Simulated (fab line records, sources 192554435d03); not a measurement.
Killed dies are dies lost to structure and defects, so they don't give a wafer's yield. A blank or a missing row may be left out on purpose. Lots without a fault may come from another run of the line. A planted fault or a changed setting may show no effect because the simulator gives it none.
A struck lot beside a sound one | flow n5_finfet | 18 steps out of a route of 1938
Sound: wafers L773.2, L773.4, L773.6. Struck: wafers L769.1, L769.3, L769.4. The cause comes at the end.
At each step with rows: each side's tool, then ch and its chambers, then its first start. Under that, the readings that differ: sound wafers | struck wafers | difference of the means | sigmas: that difference in standard deviations of wafers without a fault.
alike: readings whose means differ by less than 2 such deviations, and words and numbers that are the same on both sides. not compared: withheld readings, readings that some wafer has no value for, bounds like >300 that may hide the same value, and numbers for which the record gives no deviation and whose values overlap.
The two part at a step that has a row with sigmas, a row that says differs or no value, or rows on one side only. Numbers that don't overlap but have no deviation are shown without sigmas and don't part them. A reading that every wafer of one side lacks parts them only if that side has two wafers or more.

first, 3 steps without rows for these wafers: N5_MOL_CONTACT_COAG_EXPOSE_05 (exposes mask CA, defocus 0 nm); N5_MOL_CONTACT_COAG_PEB_06 (peb time 60 s); N5_MOL_CONTACT_COAG_DEVELOP_07 (develop time 30 s).
N5_MOL_CONTACT_COAG_CD_MEAS_08: target cd 28 nm.
  sound on cd_sem-01 ch 0, day 7 12:58; struck on cd_sem-02 ch 0, day 6 14:52
  alike: cd_nm
N5_MOL_CONTACT_COAG_OVL_MEAS_09:
  sound on overlay-01 ch 0, day 7 12:59; struck on overlay-02 ch 0, day 6 14:53
  alike: CA_OVL
N5_MOL_CONTACT_COAG_INSPECT_10: inspects for defects (brightfield).
  sound on defect_inspect-01, day 7 13:03; struck on defect_inspect-02, day 6 14:57
  reading          | sound    | struck      | difference | sigmas
  raw_defect_count | 88 48 56 | 154 178 121 | +87        | +3
N5_MOL_CONTACT_COAG_DESCUM_13: chemistry O2, time 7 s.
  sound on rie_diel-01 ch 0,1,3, day 7 13:05; struck on rie_diel-05 ch 1,2,3, day 6 16:01
  alike: drypump_motor_current_A, oes_product_au, rf_vpp_V, showerhead_plenum_p_Torr, throttle_valve_pct
  not compared: rf_hours_counter_h
N5_MOL_CONTACT_COAG_ETCH_59: etches underlayer in N2/H2, target depth 13 nm, time 10.4 s.
  sound on rie_diel-01 ch 0,1,3, day 7 13:07; struck on rie_diel-05 ch 1,2,3, day 6 16:03
  alike: drypump_motor_current_A, etch_rf_on_time_s, oes_product_au, rf_fwd_power_W, rf_vpp_V, showerhead_plenum_p_Torr, throttle_valve_pct
  not compared: rf_hours_counter_h
N5_MOL_CONTACT_COAG_ETCH_105: etches SiARC in CF4, target depth 15.6 nm, time 26 s.
  sound on rie_diel-01 ch 0,1,3, day 7 13:08; struck on rie_diel-05 ch 1,2,3, day 6 16:04
  alike: drypump_motor_current_A, etch_rf_on_time_s, oes_product_au, rf_fwd_power_W, rf_vpp_V, showerhead_plenum_p_Torr, throttle_valve_pct
  not compared: rf_hours_counter_h
then, 3 steps without rows for these wafers: N5_MOL_CONTACT_COAG_ETCH_106 (etches SOC in N2/H2, target depth 80 nm, overetch 16 nm, time 120 s); N5_MOL_CONTACT_COAG_STRIP_107 (strips in N2/H2); N5_MOL_CONTACT_COAG_STRIP_108 (strips in N2/H2).
N5_MOL_CONTACT_COAG_CONTACT_ETCH_14: etches SiO2 in C4F6/O2, target depth 27.5 nm, overetch 8.5 nm, time 20 s.
  sound on rie_diel-01 ch 0,1,3, day 7 13:16; struck on rie_diel-05 ch 1,2,3, day 6 16:12
  reading            | sound             | struck            | difference | sigmas
  rf_fwd_power_W (W) | 363.3 364.0 363.9 | 277.3 278.3 272.6 | -87.7      | -49
  rf_vpp_V (V)       | 695.9 694.5 695.1 | 755.9 751.6 744.5 | +55.5      | +20
  alike: drypump_motor_current_A, oes_product_au, showerhead_plenum_p_Torr, throttle_valve_pct
  not compared: rf_hours_counter_h, model.SOC_of_MOL_CONTACT_COAG_COAT_103.thk_nm
then, 1 step without rows for these wafers: N5_MOL_CONTACT_COAG_STRIP_109 (strips in C4F6/O2).
N5_MOL_CONTACT_COAG_ETCH_15: etches SiNx in CH3F/O2, stops on Si:P, target depth 7 nm.
  sound on rie_diel-01 ch 0,1,3, day 7 13:18; struck on rie_diel-05 ch 1,2,3, day 6 16:14
  alike: drypump_motor_current_A, oes_product_au, rf_fwd_power_W, rf_vpp_V, showerhead_plenum_p_Torr, throttle_valve_pct
  not compared: rf_hours_counter_h
N5_MOL_CONTACT_COAG_ETCH_110: etches Si in CF4/O2, target depth 2.5 nm, time 8 s.
  sound on rie_diel-01 ch 0,1,3, day 7 13:22; struck on rie_diel-05 ch 1,2,3, day 6 16:18
  alike: drypump_motor_current_A, oes_product_au, rf_fwd_power_W, rf_vpp_V, showerhead_plenum_p_Torr, throttle_valve_pct
  not compared: rf_hours_counter_h, model.SOC_of_MOL_CONTACT_COAG_COAT_103.thk_nm
N5_MOL_CONTACT_COAG_STRIP_98: strips in N2/H2.
  sound on rie_diel-01 ch 0,1,3, day 7 13:25; struck on rie_diel-05 ch 1,2,3, day 6 16:21
  alike: drypump_motor_current_A, oes_product_au, power_w, rf_vpp_V, showerhead_plenum_p_Torr, throttle_valve_pct
  not compared: rf_hours_counter_h
N5_PASSIVATION_PROBE_49:
  the record has rows for the sound wafers here (prober-01, day 16 04:41) and none for the struck ones

WHERE THEY PART
First at N5_MOL_CONTACT_COAG_INSPECT_10; last, within this record, at N5_PASSIVATION_PROBE_49.

WHY: what the simulator had put in
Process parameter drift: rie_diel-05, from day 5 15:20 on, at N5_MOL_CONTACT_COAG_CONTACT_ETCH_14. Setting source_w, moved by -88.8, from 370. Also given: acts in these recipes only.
